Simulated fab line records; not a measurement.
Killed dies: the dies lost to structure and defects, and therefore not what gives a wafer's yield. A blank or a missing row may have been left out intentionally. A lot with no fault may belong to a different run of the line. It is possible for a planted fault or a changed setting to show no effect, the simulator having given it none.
fab line records    flow nandHarc
record: lots: 24  wafers: 72  lastDay: 24
route steps=1159 shown P_M1@305 P_M2@328 P_BONDPAD@352
lots that met no fault: from a run of the same line without faults
startH: the number of hours between the record's first day and the start of the first shown wafer of the lot    waitH: hours elapsed since this lot's preceding step    " unchanged from the row above    L1.1+2: several wafers, shown together as one row    - either no value or no given start    * or withheld: withheld    < > ~ a bound
route shown NAME@n: NAME is a module with steps in the file, n the number in the route of the first one    usual: mean/standard deviation taken from wafers without a fault    same: alike in all rows    chamber/n: place in a boat    sites: per-site readings    _std_site: standard deviation of those values    _edge_site: inner sites' mean taken away from outer sites' mean    radiusMm: for every site, how far away it sits from the centre of the wafer    mask NAME#n: copy n    behind: the tool/chamber that last shaped the wafer    hold: cause of the lot's hold/its duration in hours/its outcome    device: the transistor (n, p or np) that didn't switch    end of line: the route-end tests of the same wafers    step lacking rows: just its recipe    killed: the dies lost at the first sort to structure and to defects; this is not the yield of the wafer    map: a wafer's dies, x killed, . not, _ none there
set.NAME: the setting as run; set.NAME@STEP: as run at that earlier step    model.NAME: the simulator's own value behind a step, which no gauge read
steps of the route over a sample of lots; a table a step, a row a wafer
services: the hour from which a tool's chamber was out of use, counted from the record's first day as startH (under 0 if before that day), plus the number of hours and why
== steps ==
step: NHARC_P_M1_DEGAS_29
recipe: tempC: 250  timeS: 60
usual: heaterPowerW: 313/38
lot.wafer  tool           chamber  startH  waitH  heaterPowerW
L074.4     pvdSputter-01  -        123.67  -      263
L074.5     "              -        "       "      263
L074.6     "              -        "       "      309
L075.1     pvdSputter-01  -        135.30  -      308
L075.5     "              -        "       "      284
L075.6     "              -        "       "      338
L077.4     pvdSputter-02  -        145.37  -      300
L077.1     "              -        "       "      377
L077.2     "              -        "       "      326
L076.3     pvdSputter-03  -        145.86  -      299
L076.5     "              -        "       "      336
L076.6     "              -        "       "      302
L078.4     pvdSputter-01  -        147.11  -      310
L078.5     "              -        "       "      262
L078.6     "              -        "       "      299
L081.2     pvdSputter-03  -        152.78  -      335
L081.4     "              -        "       "      291
L081.1     "              -        "       "      294
L079.2     pvdSputter-01  -        153.26  -      338
L079.1     "              -        "       "      262
L079.6     "              -        "       "      333
L080.3     pvdSputter-02  -        158.00  -      302
L080.6     "              -        "       "      399
L080.5     "              -        "       "      293
L082.4     pvdSputter-01  -        171.32  -      321
L082.6     "              -        "       "      329
L082.5     "              -        "       "      258
L083.4     pvdSputter-01  -        178.26  -      291
L083.5     "              -        "       "      277
L083.6     "              -        "       "      331
L084.2     pvdSputter-02  -        179.43  -      326
L084.4     "              -        "       "      394
L084.1     "              -        "       "      381
L085.2     pvdSputter-01  -        186.14  -      288
L085.4     "              -        "       "      262
L085.6     "              -        "       "      318
L088.3     pvdSputter-03  -        199.22  -      293
L088.1     "              -        "       "      337
L088.6     "              -        "       "      298
L087.1     pvdSputter-01  -        201.84  -      326
L087.5     "              -        "       "      328
L087.6     "              -        "       "      258
L086.3     pvdSputter-03  -        202.25  -      305
L086.1     "              -        "       "      377
L086.6     "              -        "       "      292
L089.4     pvdSputter-03  -        210.95  -      299
L089.5     "              -        "       "      297
L089.6     "              -        "       "      378
L090.1     pvdSputter-01  -        212.08  -      285
L090.4     "              -        "       "      326
L090.5     "              -        "       "      316
L091.1     pvdSputter-01  -        218.87  -      314
L091.3     "              -        "       "      336
L091.4     "              -        "       "      261
L092.1     pvdSputter-02  -        228.91  -      333
L092.2     "              -        "       "      296
L092.5     "              -        "       "      339
L093.4     pvdSputter-01  -        232.97  -      326
L093.1     "              -        "       "      307
L093.3     "              -        "       "      274
L094.2     pvdSputter-03  -        244.81  -      301
L094.1     "              -        "       "      363
L094.4     "              -        "       "      329
L095.4     pvdSputter-01  -        249.54  -      313
L095.3     "              -        "       "      334
L095.6     "              -        "       "      318
L096.2     pvdSputter-01  -        250.79  -      331
L096.1     "              -        "       "      258
L096.6     "              -        "       "      252
L097.4     pvdSputter-01  -        262.72  -      329
L097.2     "              -        "       "      248
L097.1     "              -        "       "      286
step: NHARC_P_M1_PVD_21
recipe: targetThkA: 300  chamberPressurePa: 5  powerW: 5000  substrateTempC: 30  timeS: 20.49  material: Cu
usual: throttleValvePct: 30.2/1
lot.wafer  tool           chamber  startH  waitH  throttleValvePct
L074.4     pvdSputter-01  -        -       -      29.3
L074.6     "              -        "       "      31.7
L074.5     "              -        "       "      29.2
L075.1     pvdSputter-01  -        -       -      29.2
L075.5     "              -        "       "      32.0
L075.6     "              -        "       "      29.4
L077.4     pvdSputter-02  -        -       -      30.3
L077.2     "              -        "       "      29.5
L077.1     "              -        "       "      30.3
L076.3     pvdSputter-03  -        -       -      29.7
L076.5     "              -        "       "      30.6
L076.6     "              -        "       "      29.9
L078.4     pvdSputter-01  -        -       -      29.7
L078.6     "              -        "       "      30.7
L078.5     "              -        "       "      32.0
L081.2     pvdSputter-03  -        -       -      28.8
L081.1     "              -        "       "      30.6
L081.4     "              -        "       "      29.9
L079.2     pvdSputter-01  -        -       -      30.9
L079.1     "              -        "       "      29.3
L079.6     "              -        "       "      31.8
L080.3     pvdSputter-02  -        -       -      30.0
L080.6     "              -        "       "      29.2
L080.5     "              -        "       "      29.6
L082.4     pvdSputter-01  -        -       -      29.6
L082.6     "              -        "       "      29.7
L082.5     "              -        "       "      30.4
L083.4     pvdSputter-01  -        -       -      32.3
L083.5     "              -        "       "      32.2
L083.6     "              -        "       "      29.8
L084.4     pvdSputter-02  -        -       -      29.2
L084.1     "              -        "       "      30.3
L084.2     "              -        "       "      30.2
L085.4     pvdSputter-01  -        -       -      32.4
L085.2     "              -        "       "      29.4
L085.6     "              -        "       "      29.9
L088.3     pvdSputter-03  -        -       -      29.9
L088.1     "              -        "       "      29.8
L088.6     "              -        "       "      30.3
L087.1     pvdSputter-01  -        -       -      30.0
L087.6     "              -        "       "      32.4
L087.5     "              -        "       "      29.8
L086.3     pvdSputter-03  -        -       -      30.1
L086.1     "              -        "       "      30.5
L086.6     "              -        "       "      30.0
L089.4     pvdSputter-03  -        -       -      30.9
L089.6     "              -        "       "      30.5
L089.5     "              -        "       "      30.0
L090.1     pvdSputter-01  -        -       -      29.4
L090.4     "              -        "       "      29.9
L090.5     "              -        "       "      29.5
L091.1     pvdSputter-01  -        -       -      30.2
L091.4     "              -        "       "      32.4
L091.3     "              -        "       "      29.5
L092.2     pvdSputter-02  -        -       -      29.2
L092.1     "              -        "       "      29.2
L092.5     "              -        "       "      29.0
L093.3     pvdSputter-01  -        -       -      29.6
L093.1     "              -        "       "      29.9
L093.4     "              -        "       "      32.5
L094.4     pvdSputter-03  -        -       -      29.8
L094.2     "              -        "       "      30.9
L094.1     "              -        "       "      29.8
L095.4     pvdSputter-01  -        -       -      30.0
L095.3     "              -        "       "      30.0
L095.6     "              -        "       "      29.5
L096.1     pvdSputter-01  -        -       -      30.1
L096.2     "              -        "       "      32.5
L096.6     "              -        "       "      29.6
L097.1     pvdSputter-01  -        -       -      29.7
L097.2     "              -        "       "      29.7
L097.4     "              -        "       "      29.8
step: NHARC_P_M1_PRE_CLEAN_32
recipe: timeS: 12  tempC: 370  rfPowerW: 300  gas: NH3
usual: heaterPowerW: 620/72
lot.wafer  tool      chamber  startH  waitH  heaterPowerW
L074.6     pecvd-02  1        125.51  0.3    582
L074.4     "         2        "       "      640
L074.5     "         0        "       "      537
L075.1     pecvd-04  2        136.91  0.1    555
L075.5     "         2        "       "      569
L075.6     "         0        "       "      725
L077.1     pecvd-02  1        146.98  0.1    587
L077.2     "         2        "       "      626
L077.4     "         1        "       "      566
L076.3     pecvd-04  2        147.50  0.1    615
L076.5     "         0        "       "      706
L076.6     "         1        "       "      641
L078.4     pecvd-02  1        148.77  0.1    632
L078.6     "         2        "       "      670
L078.5     "         0        "       "      546
L081.2     pecvd-03  2        154.92  0.6    755
L081.1     "         1        "       "      651
L081.4     "         2        "       "      778
L079.2     pecvd-04  2        155.23  0.4    583
L079.1     "         0        "       "      675
L079.6     "         1        "       "      731
L080.3     pecvd-04  0        159.75  0.1    698
L080.6     "         0        "       "      720
L080.5     "         2        "       "      558
L082.4     pecvd-02  1        173.13  0.2    634
L082.6     "         2        "       "      669
L082.5     "         0        "       "      495
L083.4     pecvd-02  2        179.97  0.1    623
L083.5     "         0        "       "      521
L083.6     "         1        "       "      594
L084.2     pecvd-04  2        181.09  0.1    608
L084.1     "         0        "       "      737
L084.4     "         1        "       "      641
L085.2     pecvd-02  1        188.38  0.1    591
L085.6     "         1        "       "      593
L085.4     "         2        "       "      571
L088.3     pecvd-02  1        200.88  0.1    583
L088.1     "         2        "       "      633
L088.6     "         1        "       "      579
L087.1     pecvd-02  1        203.49  0.1    625
L087.5     "         0        "       "      494
L087.6     "         2        "       "      539
L086.1     pecvd-02  0        204.36  0.6    507
L086.3     "         1        "       "      627
L086.6     "         1        "       "      614
L089.6     pecvd-04  1        212.63  0.1    726
L089.5     "         2        "       "      603
L089.4     "         0        "       "      645
L090.1     pecvd-04  1        213.79  0.1    763
L090.5     "         0        "       "      623
L090.4     "         1        "       "      758
L091.1     pecvd-02  1        220.52  0.1    587
L091.3     "         2        "       "      664
L091.4     "         1        "       "      600
L092.2     pecvd-04  0        230.53  0.1    717
L092.1     "         2        "       "      540
L092.5     "         1        "       "      692
L093.3     pecvd-02  1        234.74  0.1    623
L093.1     "         2        "       "      593
L093.4     "         1        "       "      628
L094.2     pecvd-04  1        246.44  0.1    695
L094.1     "         0        "       "      701
L094.4     "         1        "       "      674
L095.3     pecvd-03  2        251.17  0.1    720
L095.4     "         1        "       "      609
L095.6     "         2        "       "      730
L096.2     pecvd-03  2        252.44  0.1    637
L096.1     "         1        "       "      574
L096.6     "         2        "       "      624
L097.1     pecvd-04  1        264.34  0.1    688
L097.2     "         0        "       "      640
L097.4     "         1        "       "      684
step: NHARC_P_M2_CD_MEAS_09
recipe: targetCdNm: 170  landingEnergyEv: 500
usual: cdNm: 169.8/0.81
lot.wafer  tool      chamber  startH  waitH  cdNm
L074.4     cdSem-03  0        126.80  -      170.2
L074.5     "         0        "       "      170.4
L074.6     "         0        "       "      170.3
L075.1     cdSem-02  0        138.20  -      169.3
L075.5     "         0        "       "      168.7
L075.6     "         0        "       "      169.4
L077.1     cdSem-01  0        148.16  -      169.7
L077.2     "         0        "       "      169.8
L077.4     "         0        "       "      168.9
L076.3     cdSem-03  0        148.82  -      168.9
L076.5     "         0        "       "      168.5
L076.6     "         0        "       "      168.6
L078.4     cdSem-02  0        149.92  -      168.6
L078.5     "         0        "       "      169.4
L078.6     "         0        "       "      170.0
L081.1     cdSem-02  0        156.29  -      169.5
L081.2     "         0        "       "      169.4
L081.4     "         0        "       "      170.3
L079.1     cdSem-02  0        156.64  -      170.4
L079.2     "         0        "       "      168.9
L079.6     "         0        "       "      169.2
L080.3     cdSem-03  0        161.15  -      170.0
L080.5     "         0        "       "      170.2
L080.6     "         0        "       "      170.0
L082.4     cdSem-03  0        174.46  -      171.1
L082.5     "         0        "       "      170.3
L082.6     "         0        "       "      171.5
L083.4     cdSem-03  0        181.26  -      169.6
L083.5     "         0        "       "      169.4
L083.6     "         0        "       "      168.7
L084.1     cdSem-03  0        182.40  -      168.9
L084.2     "         0        "       "      170.5
L084.4     "         0        "       "      169.6
L085.2     cdSem-03  0        189.58  -      170.0
L085.4     "         0        "       "      169.5
L085.6     "         0        "       "      170.6
L088.1     cdSem-01  0        202.05  -      171.1
L088.3     "         0        "       "      170.5
L088.6     "         0        "       "      171.0
L087.1     cdSem-01  0        205.09  -      170.0
L087.5     "         0        "       "      170.7
L087.6     "         0        "       "      171.5
L086.1     cdSem-01  0        205.59  -      168.8
L086.3     "         0        "       "      168.7
L086.6     "         0        "       "      169.5
L089.4     cdSem-02  0        213.92  -      169.4
L089.5     "         0        "       "      169.4
L089.6     "         0        "       "      169.8
L090.1     cdSem-02  0        215.08  -      168.8
L090.4     "         0        "       "      169.8
L090.5     "         0        "       "      168.7
L091.1     cdSem-03  0        221.72  -      170.4
L091.3     "         0        "       "      170.9
L091.4     "         0        "       "      170.5
L092.1     cdSem-02  0        231.84  -      170.4
L092.2     "         0        "       "      170.2
L092.5     "         0        "       "      170.0
L093.1     cdSem-02  0        236.06  -      171.4
L093.3     "         0        "       "      170.9
L093.4     "         0        "       "      171.4
L094.1     cdSem-03  0        247.94  -      169.2
L094.2     "         0        "       "      168.8
L094.4     "         0        "       "      168.4
L095.3     cdSem-02  0        252.47  -      169.7
L095.4     "         0        "       "      169.1
L095.6     "         0        "       "      168.9
L096.1     cdSem-01  0        253.76  -      169.2
L096.2     "         0        "       "      170.0
L096.6     "         0        "       "      169.4
L097.1     cdSem-02  0        265.80  -      169.4
L097.2     "         0        "       "      169.8
L097.4     "         0        "       "      170.1
step: NHARC_P_M2_DEP_33
recipe: targetThkA: 300  tempC: 370  targetThkNm: 30  pressureTorr: 3  flowSccm: 200  rfW: 450  material: SiCN
usual: heaterPowerW: 554/66  showerheadVppV: 1316/61
lot.wafer  tool      chamber  startH  waitH  heaterPowerW  showerheadVppV
L074.5     pecvd-04  1        129.88  0.2    585           1273
L074.4     "         2        "       "      559           1335
L074.6     "         0        "       "      605           1407
L075.1     pecvd-04  1        141.38  0.1    556           1264
L075.5     "         0        "       "      661           1412
L075.6     "         1        "       "      564           1254
L077.2     pecvd-02  1        151.14  0.1    481           1249
L077.1     "         2        "       "      587           1384
L077.4     "         1        "       "      484           1258
L076.3     pecvd-02  1        151.88  0.1    525           1239
L076.5     "         2        "       "      525           1382
L076.6     "         1        "       "      529           1243
L078.4     pecvd-03  1        152.97  0.2    580           1262
L078.6     "         2        "       "      611           1223
L078.5     "         0        "       "      552           1337
L081.2     pecvd-03  0        159.68  0.1    582           1332
L081.1     "         1        "       "      568           1278
L081.4     "         1        "       "      569           1269
L079.2     pecvd-04  0        160.21  0.1    723           1414
L079.1     "         1        "       "      588           1237
L079.6     "         2        "       "      467           1310
L080.3     pecvd-04  1        164.04  0.1    581           1260
L080.6     "         1        "       "      621           1281
L080.5     "         0        "       "      597           1420
L082.5     pecvd-03  1        177.49  0.2    593           1266
L082.6     "         2        "       "      580           1233
L082.4     "         0        "       "      559           1311
L083.5     pecvd-03  2        184.31  0.2    604           1247
L083.6     "         0        "       "      567           1321
L083.4     "         1        "       "      579           1265
L084.1     pecvd-03  0        185.31  0.1    611           1341
L084.2     "         2        "       "      612           1231
L084.4     "         1        "       "      545           1287
L085.2     pecvd-04  1        192.53  0.1    593           1277
L085.4     "         1        "       "      590           1287
L085.6     "         2        "       "      490           1328
L088.3     pecvd-02  2        205.37  0.1    505           1376
L088.1     "         0        "       "      476           1382
L088.6     "         2        "       "      522           1376
L087.1     pecvd-02  2        208.06  0.1    596           1363
L087.6     "         1        "       "      484           1262
L087.5     "         0        "       "      462           1396
L086.3     pecvd-03  1        208.78  0.1    553           1277
L086.1     "         0        "       "      510           1341
L086.6     "         2        "       "      633           1240
L089.4     pecvd-02  0        217.01  0.2    455           1385
L089.5     "         1        "       "      550           1226
L089.6     "         2        "       "      533           1366
L090.1     pecvd-02  0        218.04  0.1    395           1372
L090.4     "         1        "       "      523           1263
L090.5     "         2        "       "      584           1389
L091.3     pecvd-03  2        224.81  0.1    715           1249
L091.1     "         0        "       "      613           1298
L091.4     "         2        "       "      730           1221
L092.1     pecvd-03  2        234.90  0.1    668           1234
L092.2     "         1        "       "      566           1294
L092.5     "         0        "       "      515           1327
L093.1     pecvd-02  1        239.05  0.1    470           1246
L093.3     "         0        "       "      480           1394
L093.4     "         1        "       "      457           1234
L094.2     pecvd-02  2        250.90  0.1    607           1396
L094.1     "         0        "       "      429           1387
L094.4     "         1        "       "      543           1246
L095.3     pecvd-02  1        255.38  0.1    587           1232
L095.4     "         1        "       "      463           1254
L095.6     "         2        "       "      608           1394
L096.1     pecvd-04  2        256.71  0.1    519           1325
L096.2     "         0        "       "      575           1425
L096.6     "         0        "       "      569           1411
L097.1     pecvd-02  2        268.78  0.1    499           1366
L097.2     "         0        "       "      506           1360
L097.4     "         1        "       "      488           1244
step: NHARC_P_BONDPAD_CMP_32
recipe: targetThkNm: 200  material: SiCN
usual: motorCurrentA: 12.1/1.4  slurryFilterDpKPa: 13.48/0.14  slurryFlowMlMin: 149.9/0.47
lot.wafer  tool    chamber  startH  waitH  motorCurrentA  slurryFilterDpKPa  slurryFlowMlMin
L074.4     cmp-02  0        130.65  -      13.0           13.48              149.9
L074.6     "       2        "       "      11.6           13.58              149.5
L074.5     "       3        "       "      12.0           13.55              149.7
L075.1     cmp-02  1        142.22  -      10.6           13.40              150.3
L075.5     "       2        "       "      11.5           13.36              149.7
L075.6     "       3        "       "      11.9           13.28              150.0
L077.2     cmp-03  3        151.95  -      9.8            13.51              150.1
L077.4     "       0        "       "      12.3           13.73              149.1
L077.1     "       1        "       "      14.2           13.50              150.0
L076.3     cmp-03  0        152.70  -      11.6           13.38              149.6
L076.6     "       1        "       "      15.4           13.66              149.7
L076.5     "       2        "       "      14.2           13.66              150.4
L078.4     cmp-01  0        153.70  -      14.4           13.37              149.9
L078.6     "       2        "       "      12.0           13.38              149.9
L078.5     "       3        "       "      11.1           13.62              150.3
L081.1     cmp-03  0        160.44  -      12.5           13.47              149.4
L081.4     "       2        "       "      13.4           13.21              149.5
L081.2     "       3        "       "      9.7            13.40              150.0
L079.2     cmp-02  0        160.99  -      12.7           13.51              150.1
L079.1     "       1        "       "      10.6           13.66              149.3
L079.6     "       0        "       "      14.1           13.75              150.4
L080.3     cmp-01  2        164.94  -      12.2           13.43              150.8
L080.6     "       3        "       "      11.3           13.62              149.4
L080.5     "       0        "       "      13.6           13.59              149.4
L082.4     cmp-02  2        178.23  -      11.4           13.62              150.2
L082.5     "       0        "       "      12.6           13.55              149.6
L082.6     "       1        "       "      10.4           13.31              150.0
L083.4     cmp-02  0        185.07  -      13.4           13.33              150.1
L083.5     "       1        "       "      10.5           13.56              149.5
L083.6     "       2        "       "      10.5           13.63              149.8
L084.4     cmp-02  2        186.21  -      11.5           13.52              149.8
L084.1     "       3        "       "      12.2           13.48              149.9
L084.2     "       0        "       "      13.6           13.30              150.4
L085.4     cmp-02  3        193.32  -      12.1           13.32              149.7
L085.2     "       2        "       "      11.0           13.49              150.6
L085.6     "       0        "       "      13.0           13.57              150.3
L088.3     cmp-02  3        206.30  -      12.7           13.31              149.9
L088.1     "       1        "       "      10.7           13.30              149.5
L088.6     "       3        "       "      13.0           13.57              149.9
L087.1     cmp-03  1        208.83  -      14.2           13.37              150.8
L087.6     "       1        "       "      15.0           13.50              150.4
L087.5     "       2        "       "      13.1           13.52              150.5
L086.1     cmp-01  2        209.57  -      12.3           13.89              150.3
L086.3     "       0        "       "      14.6           13.63              150.3
L086.6     "       3        "       "      10.8           13.47              149.6
L089.4     cmp-01  0        217.78  -      14.6           13.42              150.8
L089.6     "       1        "       "      11.4           13.68              150.0
L089.5     "       2        "       "      12.5           13.43              149.6
L090.4     cmp-02  1        218.83  -      10.3           13.57              149.8
L090.1     "       2        "       "      11.3           13.33              150.9
L090.5     "       2        "       "      11.4           13.43              150.4
L091.1     cmp-01  0        225.64  -      13.5           13.17              150.1
L091.3     "       2        "       "      11.9           13.55              149.5
L091.4     "       3        "       "      11.3           13.49              149.5
L092.1     cmp-03  2        235.76  -      14.0           13.23              148.9
L092.2     "       1        "       "      14.2           13.60              149.7
L092.5     "       3        "       "      10.0           13.57              149.9
L093.1     cmp-02  3        239.88  -      11.6           13.46              150.2
L093.4     "       0        "       "      13.6           13.52              149.5
L093.3     "       1        "       "      10.2           13.39              150.2
L094.4     cmp-01  2        251.77  -      11.9           13.27              149.5
L094.2     "       3        "       "      11.1           13.45              149.6
L094.1     "       0        "       "      14.4           13.45              150.7
L095.4     cmp-01  1        256.24  -      12.3           13.53              150.5
L095.3     "       2        "       "      12.0           13.74              149.7
L095.6     "       1        "       "      11.8           13.38              151.4
L096.1     cmp-02  1        257.56  -      10.8           13.53              149.8
L096.2     "       3        "       "      12.8           13.64              150.0
L096.6     "       1        "       "      10.1           13.48              148.8
L097.4     cmp-02  0        269.69  0.3    13.5           13.39              149.8
L097.2     "       1        "       "      10.0           13.64              149.0
L097.1     "       2        "       "      11.1           13.41              150.0
== services ==
tool           chamber  startH  hours  kind
pvdSputter-03  -        102.02  10.0   pm
pecvd-03       -        111.16  13.0   pm
cmp-03         -        115.39  3.5    repair
pecvd-04       2        120.73  1.9    repair
cmp-02         -        124.01  1.4    repair
cmp-01         -        129.60  12.6   repair
cmp-02         -        134.73  4.0    pm
pecvd-02       -        153.22  13.0   pm
pecvd-02       0        153.22  13.0   ventCycle
pecvd-02       1        153.22  13.0   ventCycle
cmp-03         -        156.43  4.0    pm
pvdSputter-01  -        158.10  10.0   pm
cmp-03         -        162.41  1.1    repair
cmp-01         -        183.30  4.0    pm
pecvd-04       -        196.58  13.0   pm
cmp-01         -        199.74  0.4    repair
cmp-03         -        209.43  0.3    repair
pvdSputter-02  -        214.01  10.0   pm
cmp-02         -        227.41  0.3    repair
cmp-02         -        232.73  4.0    pm
pecvd-04       2        240.71  8.4    repair
cmp-02         -        241.12  0.6    repair
cmp-03         -        254.43  4.0    pm
pecvd-03       0        264.62  6.3    repair
== key ==
fault none
